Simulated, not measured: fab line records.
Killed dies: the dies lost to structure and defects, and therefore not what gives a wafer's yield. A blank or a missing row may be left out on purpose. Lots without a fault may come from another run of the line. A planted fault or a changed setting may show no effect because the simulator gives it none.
Struck lot and sound lot, side by side | flow n5 finfet | 14 out of 1938 route steps
Sound: wafers L203.1, L203.3, L203.6. The struck wafers were L213.1, L213.2, L213.6. The cause is named last.
For every step that has rows: the tool of each side, followed by ch and its chambers, followed by its first start. Under that, the readings that differ: sound wafers | struck wafers | difference of the means | sigmas: that difference in standard deviations of wafers without a fault.
alike: a reading whose means differ by less than 2 such deviations, as well as words and numbers matching on both sides. not compared: withheld readings; readings where some wafer has no value; bounds like >300 that might hide an equal value; numbers whose values overlap and for which the record gives no deviation.
The two part at a step that has a row with sigmas, a row that says differs or no value, or rows on one side only. Numbers that don't overlap but have no deviation are shown without sigmas and don't part them. A reading that every wafer of one side lacks parts them only if that side has two wafers or more.

N5_BEOL_M10_ETCH_62: etches SOC in N2/H2, target depth 110 nm, overetch 22 nm, time 165 s.
  sound on rie diel-01 ch 0,1,3, day 12 01:40; struck on rie diel-01 ch 1,2,3, day 14 09:52
  alike: drypump motor current A, oes product au, rf vpp V, showerhead plenum p Torr, temp c, throttle valve pct
  not compared: rf hours counter h
then, 1 step without rows for these wafers: N5_BEOL_M10_STRIP_68 (strips in N2/H2).
N5_BEOL_M10_STRIP_67: strips in CF4.
  sound on rie diel-01 ch 0,1,3, day 12 01:49; struck on rie diel-01 ch 1,2,3, day 14 10:01
  alike: drypump motor current A, oes product au, rf vpp V, showerhead plenum p Torr, throttle valve pct
  not compared: rf hours counter h
N5_BEOL_M10_HM_OPEN_17: chemistry Cl2/BCl3, target TiN, target depth 20 nm, overetch 6 nm.
  sound on rie metal-03 ch 0,1, day 12 01:52; struck on rie metal-02 ch 0,1, day 14 10:03
  alike: drypump motor current A, he backside leak sccm, oes product au, throttle valve pct
  not compared: rf hours counter h
N5_BEOL_M10_STRIP_19: strips in O2.
  sound on rie diel-04 ch 0,2, day 12 01:59; struck on rie diel-06 ch 1,3, day 14 10:10
  alike: drypump motor current A, oes product au, rf vpp V, showerhead plenum p Torr, temp c, throttle valve pct
  not compared: rf hours counter h
N5_BEOL_M10_CD_MEAS_18: pitch 140 nm, target cd 70 nm.
  sound on cd sem-02 at day 12 02:03; struck on cd sem-02 at day 14 10:14
  alike: cd nm
then, 6 steps without rows for these wafers: N5_BEOL_M10_COAT_63 (time 60 s, resist thk 100 nm); N5_BEOL_M10_COAT_64 (time 60 s, resist thk 30 nm); N5_BEOL_M10_COAT_22 (resist thk 90 nm); N5_BEOL_M10_EBR_24; N5_BEOL_M10_SOFTBAKE_23 (time 60 s); N5_BEOL_M10_EXPOSE_25 (exposes mask V9).
N5_BEOL_M10_PEB_26: peb time 60 s.
  sound on litho track-02 ch 0, day 12 03:47; struck on litho track-03, day 14 11:43
  no value came back on the struck wafers for chill plate temp C (C), exhaust pa (Pa); on the sound wafers chill plate temp C (C) reads 23.00 22.97 23.02
then, 1 step without rows for these wafers: N5_BEOL_M10_DEVELOP_27 (develop time 30 s).

== WHERE THEY PART ==
At N5_BEOL_M10_PEB_26 and nowhere else, as far as this record goes.

WHY: the cause the simulator had injected
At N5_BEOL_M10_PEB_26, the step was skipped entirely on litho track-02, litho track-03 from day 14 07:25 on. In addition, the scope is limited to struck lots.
